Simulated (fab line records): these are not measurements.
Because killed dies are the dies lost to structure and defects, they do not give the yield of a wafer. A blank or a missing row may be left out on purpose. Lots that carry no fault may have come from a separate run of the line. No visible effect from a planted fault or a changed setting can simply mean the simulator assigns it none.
A lot that was struck, set against a sound lot | flow n5_finfet | 38 out of 1938 route steps
Sound: wafers L990.1, L990.2, L990.4. Struck: wafer L994.4 (L994.2, L994.5, from the same lot, were not struck and are left out); the cause is given at the end.
Order at every step that has rows: each side's tool, ch and its chambers, its first start. Under that, the readings that differ: sound wafers | struck wafers | difference of the means | sigmas: that difference in standard deviations of wafers without a fault.
alike: words and numbers the same on both sides, and readings whose means are apart by under 2 such deviations; not compared: readings that were withheld, readings missing a value for some wafer, numbers with overlapping values and no deviation given by the record, and bounds like >300 which may hide the same value.
Wherever a step has rows on one side only, a row that says differs or no value, or a row with sigmas, the two part there. Numbers that don't overlap but have no deviation are shown without sigmas and don't part them. A reading missing from all wafers of one side parts the sides only when that side holds two or more wafers.

first, 9 steps without rows for these wafers: N5_MOL_CONTACT_COAG_PRE_CLEAN_142 (time 60 s); N5_MOL_CONTACT_COAG_SPUTTER_130 (material Co, target thk 47.5 nm); N5_MOL_CONTACT_COAG_PRECLEAN_125 (cleans in DIW, time 57.5 s); N5_MOL_CONTACT_COAG_SRD_126 (dry time 32 s); N5_MOL_CONTACT_COAG_CMP_23 (polishes, stops on SiO2, t overpolish 1.5 s, target thk 0 nm); N5_MOL_CONTACT_COAG_WET_ETCH_26 (target Co, target depth 13 nm); N5_MOL_CONTACT_COAG_WET_ETCH_116 (etches the open film in SC1-inhibited, target depth 4.6 nm, rinse time 30 s); N5_MOL_CONTACT_COAG_ALD_27 (deposits SiOC, target thk 17 nm, pulse time 1.5 s, time 2720 s); N5_MOL_CONTACT_COAG_CMP_28 (polishes, stops on SiNx, t overpolish 0.85 s, target thk 14.522 nm).
N5_MOL_CONTACT_COAG_ALD_123: deposits SiNx, target thk 5 nm, pulse time 1 s, purge time 2 s.
  sound on ald_sin-02 ch 0,1,3, day 9 11:53; struck on ald_sin-01 ch 0, day 10 10:20
  reading                                            | sound             | struck | difference | sigmas
  ald_cycles                                         | 100 100 100       | 53     | -47        |
  precursor_pulse_height_rel                         | 0.964 0.989 0.967 | 1.032  | +0.059     | +3
  since_wet_clean_h (h)                              | 105 105 105       | 34     | -71        |
  model.SiNx_of_MOL_CONTACT_COAG_ALD_123.thk_nm (nm) | 5 5 5             | 2.6    | -2.4       |
  alike: chamber_pressure_Torr, heater_power_w
then, 26 steps without rows for these wafers: N5_MOL_CONTACT_COAG_PECVD_31 (deposits SiO2 from TEOS/O2, target thk 46 nm, time 8.9 s); N5_MOL_CONTACT_COAG_COAT_75 (time 60 s, resist thk 60 nm); N5_MOL_CONTACT_COAG_COAT_76 (time 60 s, resist thk 10 nm); N5_MOL_CONTACT_COAG_COAT_77 (time 60 s, resist thk 10 nm); N5_MOL_CONTACT_COAG_COAT_78 (resist thk 40 nm); N5_MOL_CONTACT_COAG_EBR_80; N5_MOL_CONTACT_COAG_SOFTBAKE_79 (time 60 s); N5_MOL_CONTACT_COAG_EXPOSE_81 (exposes mask VG, defocus 0 nm); N5_MOL_CONTACT_COAG_PEB_82 (peb time 60 s); N5_MOL_CONTACT_COAG_DEVELOP_83 (develop time 30 s); N5_MOL_CONTACT_COAG_DESCUM_88 (chemistry O2, time 7 s); N5_MOL_CONTACT_COAG_ETCH_89 (etches underlayer in N2/H2, target depth 13 nm, time 10.4 s); N5_MOL_CONTACT_COAG_ETCH_90 (etches SiARC in CF4, target depth 13 nm, time 21.7 s); N5_MOL_CONTACT_COAG_ALD_131 (deposits SiO2, target thk 5 nm, pulse time 1 s, co reactant pulse time 1 s); N5_MOL_CONTACT_COAG_ETCHBACK_132 (etches SiO2 in CHF3, target depth 10 nm, time 6.7 s); N5_MOL_CONTACT_COAG_ETCH_91 (etches SOC in N2/H2, target depth 60 nm, overetch 21 nm, time 101.2 s); N5_MOL_CONTACT_COAG_STRIP_92 (strips in N2/H2); N5_MOL_CONTACT_COAG_STRIP_93 (strips in N2/H2); N5_MOL_CONTACT_COAG_ETCHBACK_135 (etches SiO2 in CHF3, target depth 25 nm, time 16.7 s); N5_MOL_CONTACT_COAG_STRIP_118 (strips in CHF3); N5_MOL_CONTACT_COAG_VIA_ETCH_46 (etches SiO2 in C4F6/O2, target depth 46 nm, overetch 9.2 nm, time 40 s); N5_MOL_CONTACT_COAG_STRIP_96 (strips in N2/H2); N5_MOL_CONTACT_COAG_ETCH_47 (etches SiNx in CH3F/O2, stops on W, target depth 27 nm); N5_MOL_CONTACT_COAG_STRIP_119 (strips in N2/H2, time 30 s); N5_MOL_CONTACT_COAG_PRECLEAN_144 (cleans in alkaline clean, time 60 s); N5_MOL_CONTACT_COAG_SRD_145 (time 30 s).
N5_MOL_CONTACT_COAG_ETCH_124: etches SiNx in CH3F/O2, stops on SiOC, target depth 6.5 nm.
  sound on rie_diel-02 ch 0,1,2, day 9 15:33; struck on rie_diel-04 ch 3, day 10 13:19
  reading                  | sound             | struck | difference | sigmas
  oes_product_au (a.u.)    | 0.62 0.73 0.68    | 0.45   | -0.23      | -3
  model.etch.depth_nm (nm) | 5.022 4.997 4.993 | 2.657  | -2.347     |
  alike: drypump_motor_current_A, oes_f_703_au, rf_vpp_V, showerhead_plenum_p_Torr, throttle_valve_pct
  not compared: rf_hours_counter_h
-- record jumps: 3 days separate the struck wafers' starts on either side; left off in module MOL_CONTACT_COAG, taken up again in module BEOL_M4, whose first shown step is the route's number 1111 --
N5_BEOL_M4_RC_MEAS_101:
  sound on prober-01 ch 0, day 12 15:37; struck on prober-02 ch 0, day 13 14:44
  alike: DIBL_N, DIBL_P, IOFF_N, IOFF_P, ION_N, ION_P, SS_N, SS_P, VT_N, VT_P

WHERE THEY PART
Last at N5_MOL_CONTACT_COAG_ETCH_124 as far as this record goes, first at N5_MOL_CONTACT_COAG_ALD_123. Later steps at which nothing parts them and some readings are alike: N5_BEOL_M4_RC_MEAS_101.

WHY: the cause the simulator had injected
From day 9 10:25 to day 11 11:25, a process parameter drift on ald_sin-01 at N5_MOL_CONTACT_COAG_ALD_123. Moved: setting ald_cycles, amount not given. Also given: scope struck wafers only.
